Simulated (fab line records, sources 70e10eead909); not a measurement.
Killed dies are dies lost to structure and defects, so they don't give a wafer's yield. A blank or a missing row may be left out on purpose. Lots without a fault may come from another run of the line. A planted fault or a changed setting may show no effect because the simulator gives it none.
fab line records | flow nand_harc
record lots=6 wafers=18 last_day=32
route steps=1302 shown P_STI@99 P_GATE@110 END@1302
lots that met no fault: from a run of the same line without faults
start_h: hours from the record's first day to the start of the lot's first wafer shown | wait_h: hours since the lot's step before | " the same as in the row above | L1.1+2: a row that stands for several wafers | - no value, or no start given | * or withheld: withheld | < > ~ a bound
route shown NAME@n: a module of which the file shows steps, and the number in the route of the first | usual: mean/standard deviation of fault-free wafers | same: alike in all rows | chamber/n: place in a boat | sites: the reading at each site | _std_site: their standard deviation | _edge_site: outer sites' mean less inner sites' | radius_mm: how far each site lies from the wafer's centre | mask NAME#n: copy n | behind: the tool/chamber that last shaped the wafer | hold: why the lot was held/for how many hours/how that ended | device: the transistor (n, p or np) that didn't switch | end of line: the same wafers' tests at the end of the route | a step without rows: its recipe alone | killed: dies lost to structure and defects at the first sort, not the wafer's yield | map: a wafer's dies, x killed, . not, _ none there
set.NAME: the setting as run; set.NAME@STEP: as run at that earlier step | model.NAME: the simulator's own value behind a step, which no gauge read
lots at some steps of the route; a table a step, a row a wafer
services: from which hour (start_h, from the record's first day; less than 0 if before it) a tool's chamber was out of use, for how many hours, and why
## steps
# step NHARC_P_STI_ANNEAL_34
# recipe temp_c=1000 time_s=1800
# step NHARC_P_STI_CMP_21
# recipe t_overpolish_s=20 target_thk_nm=380.67
# usual motor_current_A=12.7/0.88 overpolish_run_s=20.000/0.0096 retaining_ring_pressure_frac=1.001/0.0052 slurry_filter_dp_kPa=13.52/0.15
# columns lot.wafer tool chamber start_h wait_h motor_current_A overpolish_run_s retaining_ring_pressure_frac slurry_filter_dp_kPa
L518.3 cmp-03 0 83.64 0.4 12.1 19.998 0.998 13.37
L518.1 " 1 " " 11.8 19.983 0.995 13.47
L518.5 " 0 " " 13.0 19.997 0.993 13.48
L521.2 cmp-01 0 113.54 0.4 12.7 20.003 0.999 13.67
L521.4 " 3 " " 11.6 19.990 1.007 13.60
L521.5 " 0 " " 12.9 20.005 0.999 13.62
L522.4 cmp-03 1 121.77 0.4 11.2 19.997 0.992 13.56
L522.3 " 3 " " 13.3 19.999 1.005 13.49
L522.5 " 0 " " 12.6 19.990 0.995 13.60
L530.4 cmp-03 3 209.05 0.4 11.9 19.998 0.999 13.42
L530.2 " 0 " " 13.4 19.988 1.003 13.52
L530.3 " 1 " " 12.6 20.011 1.000 13.55
L531.1 cmp-02 1 209.10 0.4 11.7 19.998 0.987 13.42
L531.2 " 2 " " 12.6 20.001 1.002 13.41
L531.6 " 0 " " 14.0 20.026 0.996 13.55
L533.2 cmp-01 2 230.54 0.4 13.7 20.005 0.998 13.83
L533.5 " 1 " " 13.9 20.002 0.999 13.25
L533.6 " 2 " " 13.2 19.999 0.997 13.68
# step NHARC_P_STI_SRD_35
# step NHARC_P_STI_ETCH_36
# recipe target_depth_a=388 chemistry=dHF material=SiO2
# step NHARC_P_STI_STRIP_24
# recipe temp_c=160 chemistry=H3PO4 material=Si3N4
# step NHARC_P_STI_ETCH_37
# recipe target_depth_a=110 chemistry=dHF material=SiO2
# step NHARC_P_STI_PRECLEAN_38
# recipe time_s=* temp_c=50 bath_age_min=0 chemistry=SC1
# step NHARC_P_STI_SRD_39
# step NHARC_P_STI_OXIDE_40
# recipe target_thk_a=100 temp_c=900 ox_time_s=1362 material=SiO2
# step NHARC_P_STI_INSPECT_25
# usual raw_defect_count=212/73
# columns lot.wafer tool chamber start_h wait_h raw_defect_count
L518.1 defect_inspect-01 - 92.10 0.4 233
L518.3 " - " " 244
L518.5 " - " " 194
L521.2 defect_inspect-02 - 121.65 0.4 134
L521.4 " - " " 154
L521.5 " - " " 253
L522.3 defect_inspect-02 - 130.61 0.4 184
L522.4 " - " " 152
L522.5 " - " " 125
L530.2 defect_inspect-02 - 216.86 0.4 247
L530.3 " - " " 394
L530.4 " - " " 203
L531.1 defect_inspect-02 - 216.86 0.4 163
L531.2 " - " " 131
L531.6 " - " " 149
L533.2 defect_inspect-01 - 238.65 0.4 182
L533.5 " - " " 167
L533.6 " - " " 158
# step NHARC_P_GATE_ETCH_69
# recipe target_depth_a=140 chemistry=dHF material=SiO2
# step NHARC_P_GATE_PRECLEAN_70
# recipe time_s=* temp_c=50 bath_age_min=0 chemistry=SC1
# usual bath_guard_temp_C=50.1/0.64
# same bath_age_min=0
# columns lot.wafer tool chamber start_h wait_h bath_guard_temp_C
L518.3 wet_bench-02 2 92.25 0.1 49.3
L518.1 " 4 " " 50.7
L518.5 " 5 " " 50.2
L521.5 wet_bench-02 2 121.81 0.1 49.7
L521.4 " 5 " " 50.5
L521.2 " 7 " " 48.8
L522.3 wet_bench-02 5 130.75 0.1 50.5
L522.4 " 6 " " 51.1
L522.5 " 2 " " 49.4
L530.4 wet_bench-05 1 217.01 0.0 49.8
L530.2 " 2 " " 50.4
L530.3 " 3 " " 49.7
L531.1 wet_bench-06 3 217.12 0.2 49.8
L531.6 " 5 " " 49.7
L531.2 " 6 " " 50.0
L533.6 wet_bench-05 6 238.80 0.0 50.0
L533.5 " 7 " " 50.3
L533.2 " 0 " " 50.5
# step NHARC_P_GATE_SRD_01
# step NHARC_P_GATE_OXIDE_02
# recipe target_thk_a=375 temp_c=950 p_h2o_torr=720 ox_time_s=365 material=SiO2
# step NHARC_P_GATE_DEHYDRATE_03
# recipe temp_c=150 time_s=120
# step NHARC_P_GATE_HMDS_04
# recipe time_s=30
# step NHARC_P_GATE_COAT_05
# recipe spin_rpm=4690
# step NHARC_P_GATE_SOFTBAKE_06
# recipe temp_c=122 time_s=95
# step NHARC_P_GATE_EBR_07
# step NHARC_P_GATE_EXPOSE_08
# recipe na=0.6 dose_mj=16.75 mask_id=P_HV
# step NHARC_P_GATE_PEB_09
# recipe peb_temp_c=118 peb_time_s=85
# step NHARC_P_GATE_DEVELOP_10
# recipe time_s=70
# step NHARC_P_GATE_CD_MEAS_11
# recipe target_cd_nm=1640 landing_energy_ev=500
# usual cd_nm=1639.4/1.4
# columns lot.wafer tool chamber start_h wait_h cd_nm
L518.1 cd_sem-01 0 101.15 - 1636.2
L518.3 " 0 " " 1636.8
L518.5 " 0 " " 1638.0
L521.2 cd_sem-03 0 133.31 - 1639.9
L521.4 " 0 " " 1639.9
L521.5 " 0 " " 1639.8
L522.3 cd_sem-02 0 139.30 - 1638.3
L522.4 " 0 " " 1640.4
L522.5 " 0 " " 1639.1
L530.2 cd_sem-02 0 225.42 - 1640.0
L530.3 " 0 " " 1639.6
L530.4 " 0 " " 1638.4
L531.1 cd_sem-02 0 225.74 - 1638.2
L531.2 " 0 " " 1638.7
L531.6 " 0 " " 1637.3
L533.2 cd_sem-01 0 247.73 - 1638.9
L533.5 " 0 " " 1640.4
L533.6 " 0 " " 1639.1
# step NHARC_P_GATE_HARDBAKE_12
# recipe temp_c=125 time_s=80
# step NHARC_P_GATE_DESCUM_13
# recipe time_s=3 o2_flow_sccm=200 ar_flow_sccm=0 bias_power_w=0 chemistry=O2
# usual drypump_motor_current_A=5.6/0.4 oes_product_au=1.002/0.0066 rf_vpp_V=58.0/0.99 showerhead_plenum_p_Torr=1.96/0.098 throttle_valve_pct=11.311/0.01
# columns lot.wafer tool chamber start_h wait_h drypump_motor_current_A oes_product_au rf_hours_counter_h rf_vpp_V showerhead_plenum_p_Torr throttle_valve_pct
L518.1 rie_diel-12 2 101.31 - 5.7 1.013 0.0 57.8 1.92 11.309
L518.3 " 3 " " 5.6 1.014 0.0 56.2 1.81 11.310
L518.5 " 0 " " 5.9 0.998 - 56.1 1.79 11.310
L521.4 rie_diel-05 1 133.47 - 6.5 1.007 3.4 57.5 2.05 11.314
L521.2 " 2 " " 5.6 0.997 3.6 58.5 1.89 11.327
L521.5 " 1 " " 6.5 0.994 - 59.0 2.05 11.296
L522.4 rie_diel-12 0 139.46 - 5.8 0.997 1.8 56.8 1.79 11.306
L522.3 " 1 " " 5.5 0.990 1.4 56.5 2.06 11.312
L522.5 " 1 " " 5.5 0.996 - 59.4 2.06 11.304
L530.4 rie_diel-01 2 225.59 - 5.3 1.004 0.3 59.1 2.04 11.306
L530.2 " 3 " " 5.5 1.006 0.3 58.8 2.03 11.326
L530.3 " 0 " " 4.8 0.995 0.3 57.5 2.00 11.295
L531.2 rie_diel-01 2 225.90 - 5.3 0.995 0.3 57.9 2.05 11.311
L531.1 " 0 " " 4.8 1.005 0.3 57.0 2.00 11.320
L531.6 " 2 " " 5.3 0.992 - 59.3 2.05 11.304
L533.2 rie_diel-12 1 247.89 - 5.5 0.994 7.0 57.4 2.06 11.308
L533.5 " 1 " " 5.5 0.999 - 58.6 2.06 11.302
L533.6 " 3 " " 5.7 0.995 - 57.0 1.81 11.328
# step NHARC_P_GATE_ETCH_14
# recipe target_depth_a=488 chemistry=dHF material=SiO2
# step NHARC_P_GATE_STRIP_15
# recipe time_s=780 temp_c=130 chemistry=SPM
# step NHARC_P_GATE_PRECLEAN_71
# recipe time_s=* temp_c=50 bath_age_min=0 chemistry=SC1
# step NHARC_P_GATE_SRD_72
# step NHARC_P_GATE_OXIDE_16
# recipe target_thk_a=30 temp_c=875 ox_time_s=392 material=SiO2
# step NHARC_P_GATE_CVD_17
# recipe target_thk_a=1500 temp_c=620 time_s=900 material=poly-Si
# step NHARC_P_GATE_HM_DEP_102
# recipe target_thk_a=1200 temp_c=400 material=aC
# usual throttle_valve_pct=35.000/0.0095
# columns lot.wafer tool chamber start_h wait_h throttle_valve_pct
L518.1 acl_dep-02 0 116.60 0.4 34.994
L518.3 " 0 " " 34.993
L518.5 " 0 " " 35.005
L521.2 acl_dep-02 0 148.38 2.6 34.998
L521.4 " 0 " " 34.989
L521.5 " 0 " " 35.013
L522.3 acl_dep-02 0 154.68 2.2 35.012
L522.4 " 0 " " 34.996
L522.5 " 0 " " 35.000
L531.1 acl_dep-02 0 237.92 0.4 35.006
L531.2 " 0 " " 34.984
L531.6 " 0 " " 35.006
L530.2 acl_dep-03 0 238.03 0.5 35.018
L530.3 " 0 " " 35.019
L530.4 " 0 " " 35.000
L533.2 acl_dep-03 0 261.90 0.5 35.012
L533.5 " 0 " " 35.005
L533.6 " 0 " " 34.998
# step NHARC_P_GATE_DEP_103
# recipe target_thk_a=300 target_thk_nm=30 temp_c=400 flow_sccm=200 rf_w=350 material=SiON
# usual heater_power_w=771/62
# columns lot.wafer tool chamber start_h wait_h heater_power_w
L518.1 pecvd-02 2 117.28 0.6 700
L518.3 " 0 " " 645
L518.5 " 0 " " 664
L521.2 pecvd-02 1 149.00 0.5 820
L521.5 " 2 " " 762
L521.4 " 0 " " 620
L522.3 pecvd-04 0 155.19 0.4 814
L522.5 " 2 " " 800
L522.4 " 0 " " 839
L531.1 pecvd-03 0 238.62 0.6 779
L531.2 " 1 " " 690
L531.6 " 2 " " 813
L530.3 pecvd-02 1 238.77 0.5 828
L530.2 " 2 " " 720
L530.4 " 0 " " 692
L533.2 pecvd-04 0 262.44 0.4 808
L533.6 " 0 " " 828
L533.5 " 1 " " 789
# step NHARC_P_GATE_DEHYDRATE_18
# recipe temp_c=150 time_s=120
# step NHARC_P_GATE_HMDS_19
# recipe time_s=30
# step NHARC_P_GATE_COAT_20
# recipe spin_rpm=1500 resist_thk_nm=90
# step NHARC_P_GATE_SOFTBAKE_21
# recipe temp_c=105 time_s=55
# step NHARC_P_GATE_EBR_22
# step NHARC_P_GATE_EXPOSE_23
# recipe na=1.35 target_cd_nm=120 dose_mj=93.91 mask_id=P_GATE
# step NHARC_P_GATE_PEB_24
# recipe peb_temp_c=100 peb_time_s=65
# step NHARC_P_GATE_DEVELOP_25
# recipe develop_time_s=35 dev_temp_c=23
# step NHARC_P_GATE_INSPECT_28
# usual raw_defect_count=6.5/2.9
# columns lot.wafer tool chamber start_h wait_h raw_defect_count
L518.1 defect_inspect-01 - 118.08 0.0 3
L518.3 " - " " 4
L518.5 " - " " 4
L521.2 defect_inspect-02 - 149.75 0.0 455
L521.4 " - " " 431
L521.5 " - " " 453
L522.3 defect_inspect-01 - 155.81 0.0 468
L522.4 " - " " 505
L522.5 " - " " 449
L531.1 defect_inspect-02 - 239.52 0.0 8
L531.2 " - " " 9
L531.6 " - " " 14
L530.2 defect_inspect-01 - 239.68 0.0 5
L530.3 " - " " 7
L530.4 " - " " 8
L533.2 defect_inspect-02 - 263.25 0.0 8
L533.5 " - " " 4
L533.6 " - " " 15
# step NHARC_P_GATE_INSPECT_68
# usual raw_defect_count=199/71
# columns lot.wafer tool chamber start_h wait_h raw_defect_count
L518.1 defect_inspect-02 - 136.50 0.2 265
L518.3 " - " " 190
L518.5 " - " " 161
L521.2 defect_inspect-01 - 168.04 0.1 533
L521.4 " - " " 539
L521.5 " - " " 585
L522.3 defect_inspect-02 - 174.32 0.1 610
L522.4 " - " " 601
L522.5 " - " " 518
L531.1 defect_inspect-02 - 258.77 0.2 181
L531.2 " - " " 130
L531.6 " - " " 148
L530.2 defect_inspect-02 - 259.59 0.1 186
L530.3 " - " " 424
L530.4 " - " " 230
L533.2 defect_inspect-01 - 281.54 0.1 212
L533.5 " - " " 172
L533.6 " - " " 172
# step NHARC_END_SORT_01
# recipe temp_c=25
# usual killed_at_array=54/16 killed_at_other=0.6/0.86 killed_at_periphery=3.8/2.6 killed_dies=58/16 killed_open=3.3/1.8 killed_short=2.7/1.7
# same gross_dies=677
# columns lot.wafer tool chamber start_h wait_h killed_at_array killed_at_other killed_at_periphery killed_dies killed_open killed_short
L521.2 prober-01 0 603.22 2.8 74 0 87 161 2 4
L521.4 prober-01 0 604.81 3.4 69 0 72 141 0 4
L521.5 prober-01 0 605.61 3.7 48 0 84 132 2 2
L522.3 prober-02 0 604.04 3.1 76 0 84 160 3 4
L522.4 prober-02 0 604.83 3.4 69 0 66 135 3 5
L522.5 prober-02 0 605.62 3.7 29 0 70 99 3 2
L531.1 prober-01 0 700.78 2.5 36 1 4 41 0 4
L531.2 prober-01 0 701.57 2.8 40 1 1 42 1 5
L531.6 prober-01 0 704.76 4.0 44 0 5 49 2 4
# killed by level:class
L521.2 P_GATE:unspecified=84 A_CHANNEL_HOLE_D1:chamber_film_flake=34 A_SLIT:chamber_film_flake=17 A_CHANNEL_HOLE_D2:chamber_film_flake=6 A_DECK1_JOINT:chamber_film_flake=3 A_STAIRCASE:chamber_film_flake=3 A_CONTACT:chamber_film_flake=3 P_M0:chamber_film_flake=2
L522.3 P_GATE:unspecified=80 A_CHANNEL_HOLE_D1:chamber_film_flake=36 A_CHANNEL_HOLE_D2:chamber_film_flake=31 A_STAIRCASE:chamber_film_flake=3 A_CHANNEL_FILL_D2:geometric_particle:short=2 A_CONTACT:chamber_film_flake=2 P_ZERO_WELL:geometric_particle:short=1 P_CONTACT:geometric_particle:open=1
L521.4 P_GATE:unspecified=71 A_CHANNEL_HOLE_D1:chamber_film_flake=29 A_SLIT:chamber_film_flake=13 A_CHANNEL_HOLE_D2:chamber_film_flake=10 A_CONTACT:chamber_film_flake=8 A_CHANNEL_FILL_D1:geometric_particle:short=3 A_STAIRCASE:chamber_film_flake=2 A_CHANNEL_FILL_D2:geometric_particle:short=1
L522.4 P_GATE:unspecified=62 A_CHANNEL_HOLE_D1:chamber_film_flake=35 A_CHANNEL_HOLE_D2:chamber_film_flake=23 P_M0:geometric_particle:short=2 A_CHANNEL_FILL_D2:geometric_particle:short=2 A_STAIRCASE:chamber_film_flake=2 A_CONTACT:chamber_film_flake=2 P_CONTACT:geometric_particle:short=1
L521.5 P_GATE:unspecified=78 A_SLIT:chamber_film_flake=13 A_CHANNEL_HOLE_D1:chamber_film_flake=11 A_CHANNEL_HOLE_D2:chamber_film_flake=8 A_CONTACT:chamber_film_flake=7 P_M0:chamber_film_flake=3 A_CHANNEL_FILL_D1:chamber_film_flake=3 A_STAIRCASE:chamber_film_flake=3
L522.5 P_GATE:unspecified=70 A_CHANNEL_HOLE_D1:chamber_film_flake=13 A_CHANNEL_HOLE_D2:chamber_film_flake=5 A_STAIRCASE:chamber_film_flake=3 A_BLC:geometric_particle:open=2 A_WL_FILL:geometric_particle:short=1 A_CONTACT:geometric_particle:open=1 A_BLC:geometric_particle:short=1
L531.1 A_CHANNEL_HOLE_D2:chamber_film_flake=16 A_CHANNEL_HOLE_D1:chamber_film_flake=5 A_SLIT:chamber_film_flake=4 A_CONTACT:chamber_film_flake=3 A_DECK1_JOINT:geometric_particle:short=2 A_WL_FILL:geometric_particle:short=2 P_M1:chamber_film_flake=2 P_STI:chamber_film_flake=1
L531.2 A_CHANNEL_HOLE_D2:chamber_film_flake=13 A_SLIT:chamber_film_flake=9 A_CHANNEL_HOLE_D1:chamber_film_flake=5 A_STAIRCASE:chamber_film_flake=3 A_M1:chamber_film_flake=3 A_CONTACT:chamber_film_flake=2 A_ONON_D1:geometric_particle:short=1 A_CHANNEL_FILL_D1:geometric_particle:short=1
L531.6 A_CHANNEL_HOLE_D2:chamber_film_flake=16 A_CHANNEL_HOLE_D1:chamber_film_flake=8 A_SLIT:chamber_film_flake=8 A_CONTACT:chamber_film_flake=3 A_ONON_D1:geometric_particle:open=2 P_STI:chamber_film_flake=2 A_STAIRCASE:chamber_film_flake=2 P_M0:geometric_particle:short=1
# map L521.2 (x killed, . not)
____________.____________
_________.x..x.._________
_______..........._______
______.............______
_____..........x...._____
____........x.xx....x____
____..........x.xx...____
___..........xxxxxx...___
___.........xxxxxxx..x___
__..........xxxxxxx....__
__......x...xxxxxxx....__
_x..........xxxxxxxx...._
_..........xxxxxxxx....._
_..........xxxxxxxxx...._
_...........xxxxxxxx...._
_...........xxxxxxxx...x_
.............xxxx........
............xxx.....x....
...............xx.......x
.........................
............x............
_......x................_
_........x..xxxxx......._
_...........x.x.x......._
_..........xxxxxx......._
_.........x..xxxxx......_
__.........xxxxxxx.....__
__..........xxx.....x..__
___x...........x.x..xx___
___.........x..x..xx..___
____....x.....x..xxxx____
____..x....x.....xxxx____
_____...........xxxx_____
______.x........x.x______
_______....x....xx_______
_________x..x..x_________
____________.____________
# map L522.3 (x killed, . not)
____________.____________
_________....xx._________
_______...xx......_______
______..xxxx.x.....______
_____....xxxxx..x..._____
____.....xxx.x.......____
____xx...xxxx........____
___.x....xxxxx........___
___x..x....xxxx.......___
__xxxxxxxxxxx..........__
__xxxxxxx...x..........__
_xxxxxxxxx.x............_
_.xxxxxx....x......x...._
_xxxxxxxxxx............._
_xxxxxxxx..............._
_xxxxxxxx.x..x.........._
.xxxxxxxx................
...xxxxxx.........x......
..x.xxx............x.....
.....x.........x.........
...x.....................
_.............x........._
_.....x.......x........._
_........x...xxxx......._
_...........xxxxx......._
_.........xxxx.xx......._
__...........x.xxx.....__
__.........x.xxx.......__
___.........xx.x......___
___.........x..x....x.___
____.x...............____
____.................____
_____....x.........._____
______.............______
_______..........._______
_________......._________
____________.____________
## services
# columns tool chamber start_h hours kind
acl_dep-02 - 62.11 13.0 pm
cmp-03 - 64.00 4.0 pm
wet_bench-02 - 68.00 8.0 pm
pecvd-02 - 69.64 13.0 pm
wet_bench-05 - 84.80 8.0 pm
pecvd-04 1 86.76 13.3 repair
pecvd-04 - 88.00 13.0 pm
rie_diel-12 1 90.37 12.6 repair
rie_diel-12 - 91.40 9.0 pm
cmp-03 - 100.95 0.7 repair
cmp-01 - 104.30 4.0 pm
acl_dep-03 - 116.90 13.0 pm
cmp-03 - 138.26 6.3 repair
acl_dep-02 - 140.96 7.3 repair
rie_diel-12 3 161.48 14.6 repair
cmp-03 - 162.00 4.0 pm
pecvd-02 - 182.51 0.5 repair
rie_diel-12 0 240.26 1.3 repair
wet_bench-02 - 244.00 8.0 pm
acl_dep-02 - 245.75 13.0 pm
rie_diel-12 2 246.86 3.9 repair
cmp-03 - 249.48 2.8 repair
pecvd-02 - 250.69 13.0 pm
cmp-03 - 260.00 4.0 pm
## key
first_sign step=NHARC_P_GATE_INSPECT_28 reading=raw_defect_count direction=up sigmas=99+ usual=6.5 struck=460.2
effect step=NHARC_P_GATE_INSPECT_68 reading=raw_defect_count direction=up sigmas=5.1 usual=199 struck=564
effect step=NHARC_END_SORT_01 reading=killed_at_periphery direction=up sigmas=29 usual=3.8 struck=77.2
more_kills_born_at NHARC_P_GATE_PRECLEAN_70@wet_bench-02=445
met_at NHARC_P_GATE_PRECLEAN_70
struck_wafers L521.2,L521.4,L521.5,L522.3,L522.4,L522.5
tester_left_out L521,L522
onset_between 92.25 121.81
fault kind=chamber_particle_source tool=wet_bench-02 chamber=- onset_h=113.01 steps=NHARC_P_GATE_PRECLEAN_70 rate_per_visit_cm2=0.71319 end_h=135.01
# tester_left_out: of these lots the tester's yield and bins aren't shown, on N5 and GAA mostly nor the transistor test; their killed dies are dies lost to structure and defects alone, not to doping, threshold or leakage, so they don't give the yield
